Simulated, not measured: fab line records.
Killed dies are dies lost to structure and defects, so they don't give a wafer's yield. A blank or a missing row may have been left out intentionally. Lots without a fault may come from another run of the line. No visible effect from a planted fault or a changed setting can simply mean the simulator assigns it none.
Matching of chambers / flow n5_finfet / N5_HKMG_FIN_CVD_62 on thermal_cvd_si-01: 3 sister chambers
The step deposits a-Si from Si2H6, target thk 3 nm, time 20.8 s. 3 wafers are shown with their chamber, then 8 later ones without.

WAFERS, EACH WITH ITS CHAMBER
wafer=L901.2; chamber=2; heater_power_w (W)=1364
wafer=L903.6; chamber=0; heater_power_w (W)=1344
wafer=L907.1; chamber=1; heater_power_w (W)=1780

WAFERS WHOSE CHAMBER IS MISSING
wafer=L907.2; heater_power_w (W)=1375
wafer=L907.5; heater_power_w (W)=1378
wafer=L912.3; heater_power_w (W)=1361
wafer=L912.6; heater_power_w (W)=1772
wafer=L914.1; heater_power_w (W)=1368
wafer=L914.6; heater_power_w (W)=1366
wafer=L916.3; heater_power_w (W)=1840
wafer=L916.6; heater_power_w (W)=1321

WHICH CHAMBER EACH WENT THROUGH
wafer=L907.2; from the rows above=can't be placed: 2 or 0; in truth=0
wafer=L907.5; from the rows above=can't be placed: 2 or 0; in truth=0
wafer=L912.3; from the rows above=can't be placed: 2 or 0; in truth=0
wafer=L912.6; from the rows above=1; in truth=1
wafer=L914.1; from the rows above=can't be placed: 2 or 0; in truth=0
wafer=L914.6; from the rows above=can't be placed: 2 or 0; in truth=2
wafer=L916.3; from the rows above=1; in truth=1
wafer=L916.6; from the rows above=can't be placed: 0 or 2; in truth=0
2 of 8 placed correctly. These rows do not allow placing 6 (true chamber among the candidates in 6). Number placed wrongly: 0.
How it was worked out, from the rows above alone: a wafer's distance from a chamber is the root of the sum, over the readings, of the square of ((its reading less the chamber's mean) divided by the reading's scatter). If the next closest chamber is less than 2 further off than the closest, the wafer can't be placed; otherwise it belongs to the closest. A chamber's mean is the mean of its shown wafers. The scatter: root of mean squared gap, hidden wafer to nearest shown wafer, with one shown wafer a chamber.
